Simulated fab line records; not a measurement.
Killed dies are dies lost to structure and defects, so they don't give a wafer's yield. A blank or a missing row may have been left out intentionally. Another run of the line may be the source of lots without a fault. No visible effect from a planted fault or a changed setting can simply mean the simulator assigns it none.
A struck lot beside a sound one -- flow nand harc -- 15 out of 1302 route steps
Sound: wafers L660.1, L660.3, L660.5. Struck: wafers L665.1, L665.3, L665.6. Last of all comes the cause.
Order at every step that has rows: each side's tool, ch and its chambers, its first start. Under that, the readings that differ: sound wafers -- struck wafers -- difference of the means -- sigmas: that difference in standard deviations of wafers without a fault.
alike: readings with means less than 2 such deviations apart, plus words and numbers identical on both sides. not compared: withheld readings, readings lacking a value on some wafer, bounds such as >300 that could conceal the same value, and numbers that have no deviation in the record and whose values overlap.
A row with sigmas, a row that says differs or no value, or rows on one side alone: a step with any of these is where the two part. Non-overlapping numbers with no deviation appear without sigmas and do not part them. A reading that every wafer of one side lacks parts them only if that side has two wafers or more.

first, 8 steps without rows for these wafers: NHARC_P_CONTACT_COAT_33 (time 75 s); NHARC_P_CONTACT_COAT_34 (time 65 s); NHARC_P_CONTACT_COAT_06 (resist thk 90 nm); NHARC_P_CONTACT_SOFTBAKE_07 (time 55 s); NHARC_P_CONTACT_EBR_08; NHARC_P_CONTACT_EXPOSE_09 (exposes mask P CA, target cd 90 nm); NHARC_P_CONTACT_PEB_10 (peb time 65 s); NHARC_P_CONTACT_DEVELOP_11 (develop time 35 s).
NHARC_P_CONTACT_CD_MEAS_12 targets a cd of 90 nm.
  sound on cd sem-03 ch 0, day 9 17:38; struck on cd sem-03 ch 0, day 11 22:56
reading,sound,struck,difference,sigmas
cd nm (nm),88.4 89.8 88.4,89.8 90.3 90.7,+1.4,+3
NHARC_P_CONTACT_OVL_MEAS_13:
  sound on overlay-02 at day 9 17:44; struck on overlay-01 at day 11 23:02
  alike: overlay x nm, overlay y nm
NHARC_P_CONTACT_INSPECT_14:
  sound on defect inspect-01 at day 9 17:46; struck on defect inspect-01 at day 11 23:04
  alike: raw defect count
NHARC_P_CONTACT_DESCUM_17: chemistry O2, time 3 s.
  sound on rie diel-06 ch 0,2,3, day 9 17:50; struck on rie diel-06 ch 1,3, day 11 23:08
  alike: drypump motor current A, oes product au, rf vpp V, showerhead plenum p Torr, throttle valve pct
  not compared: rf hours counter h
NHARC_P_CONTACT_ETCH_35: etches the open film in CF4, target depth 39 nm, time 65 s.
  sound on rie diel-06 ch 0,3, day 9 17:55; struck on rie diel-06 ch 0,2,3, day 11 23:13
reading,sound,struck,difference,sigmas
oes product au (a.u.),1.001 0.997 0.999,0.843 0.865 0.848,-0.147,-15
  alike: drypump motor current A, rf vpp V, showerhead plenum p Torr, throttle valve pct
  not compared: rf hours counter h
NHARC_P_CONTACT_ETCH_36: etches the open film in N2/H2, target depth 260 nm, time 406.25 s.
  sound on rie diel-06 ch 0,1,2; struck on rie diel-06 ch 0,1,3
  alike: drypump motor current A, h2 flow sccm, oes product au, rf vpp V, showerhead plenum p Torr, throttle valve pct
  not compared: rf hours counter h
-- the record jumps here: 18 days lie between the struck wafers' starts before and after (it left off in module P_CONTACT and takes up again in module END, whose first step shown is number 1302 of the route) --
NHARC_END_SORT_01:
  sound on prober-01 ch 0, day 27 23:01; struck on prober-01 ch 0, day 29 20:29
  alike: killed at array, killed at other, killed at periphery, killed dies, killed open, killed short

## WHERE THEY PART
First at NHARC_P_CONTACT_CD_MEAS_12; last, within this record, at NHARC_P_CONTACT_ETCH_35. Later steps at which nothing parts them and some readings are alike: NHARC_P_CONTACT_ETCH_36, NHARC_END_SORT_01.

WHY: whatever the simulator had introduced
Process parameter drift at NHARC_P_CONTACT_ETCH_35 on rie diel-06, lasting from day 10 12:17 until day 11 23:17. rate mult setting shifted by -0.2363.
